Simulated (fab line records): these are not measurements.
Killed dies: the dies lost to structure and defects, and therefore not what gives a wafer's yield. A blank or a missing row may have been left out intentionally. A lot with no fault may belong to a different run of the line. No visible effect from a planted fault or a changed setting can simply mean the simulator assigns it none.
Struck lot and sound lot, side by side    flow nand_harc    14 out of 1302 route steps
Sound: the wafers L448.1, L448.2, L448.4. The struck wafers were L456.1, L456.3, L456.6. Last of all comes the cause.
Per side, at each step with rows, come the tool, then ch with its chambers, and then its first start. Under that, the readings that differ: sound wafers    struck wafers    difference of the means    sigmas: that difference in standard deviations of wafers without a fault.
alike: readings with means less than 2 such deviations apart, plus words and numbers identical on both sides. not compared: withheld readings, readings lacking a value on some wafer, bounds such as >300 that could conceal the same value, and numbers that have no deviation in the record and whose values overlap.
A row with sigmas, a row that says differs or no value, or rows on one side alone: a step with any of these is where the two part. When numbers do not overlap yet have no deviation, they are printed without sigmas and do not part them. A reading missing from all wafers of one side parts the sides only when that side holds two or more wafers.

first, 4 steps without rows for these wafers: NHARC_A_ZERO_WELL_STRIP_14 (strips in SPM, time 900 s); NHARC_A_ZERO_WELL_IMPLANT_15; NHARC_A_ZERO_WELL_PRECLEAN_22 (cleans in SC1, time 60 s); NHARC_A_ZERO_WELL_SRD_23.
NHARC_A_ZERO_WELL_RTA_16: time 10 s.
  sound on rtp_anneal-01 ch 0, day 10 09:20; struck on rtp_anneal-01 ch 0, day 14 08:32
  alike: lamp_power_pct, lamp_zone_5_pct, wafer_temp_C_max
NHARC_A_ZERO_WELL_INSPECT_17:
  sound: defect_inspect-01 at day 10 09:31; struck: defect_inspect-02 at day 14 08:43
  alike: raw_defect_count
then, 3 steps without rows for these wafers: NHARC_A_SOURCE_PLATE_PRECLEAN_00 (cleans in HF-LAST, time 60 s); NHARC_A_SOURCE_PLATE_SRD_01; NHARC_A_SOURCE_PLATE_OXIDE_02 (material SiO2, target thk 10 nm, ox time 1362 s).
NHARC_A_SOURCE_PLATE_THK_MEAS_09: measures by ellipsometry.
  sound: film_metro-02 at day 10 17:10; struck: film_metro-02 at day 14 16:49
  alike: thk_nm
then, 1 step without rows for these wafers: NHARC_A_SOURCE_PLATE_PVD_04 (deposits WSi2, target thk 50 nm).
NHARC_A_SOURCE_PLATE_CVD_03: deposits poly-Si, target thk 200 nm, time 4000 s.
  sound on lpcvd_poly-01 ch 0, day 10 19:38; struck on lpcvd_poly-01 ch 0, day 14 19:18
reading                sound              struck             difference  sigmas
spike_tc_bottom_C (C)  641.9 641.9 640.1  657.0 658.9 655.7  +15.9       +9
spike_tc_centre_C (C)  618.8 619.2 619.6  637.3 637.2 637.2  +18.0       +15
spike_tc_lower_C (C)   619.9 620.3 620.1  637.5 639.0 636.5  +17.6       +18
spike_tc_top_C (C)     638.5 636.7 638.8  653.2 656.0 655.3  +16.8       +15
spike_tc_upper_C (C)   618.1 619.7 620.3  639.2 637.6 638.3  +19.0       +16
  alike: zone_power_upper_pct
then, 1 step without rows for these wafers: NHARC_A_SOURCE_PLATE_ANNEAL_05 (time 1800 s).
NHARC_A_SOURCE_PLATE_THK_MEAS_06: measures by ellipsometry.
  sound: film_metro-02 at day 11 05:38; struck: film_metro-01 at day 15 05:20
reading      sound              struck             difference  sigmas
thk_nm (nm)  198.2 197.6 200.2  295.0 295.5 294.2  +96.2       +44

## WHERE THEY PART
First at NHARC_A_SOURCE_PLATE_CVD_03; last, within this record, at NHARC_A_SOURCE_PLATE_THK_MEAS_06.

WHY: what had been put in by the simulator
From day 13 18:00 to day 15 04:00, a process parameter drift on lpcvd_poly-01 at NHARC_A_SOURCE_PLATE_CVD_03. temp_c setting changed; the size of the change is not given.
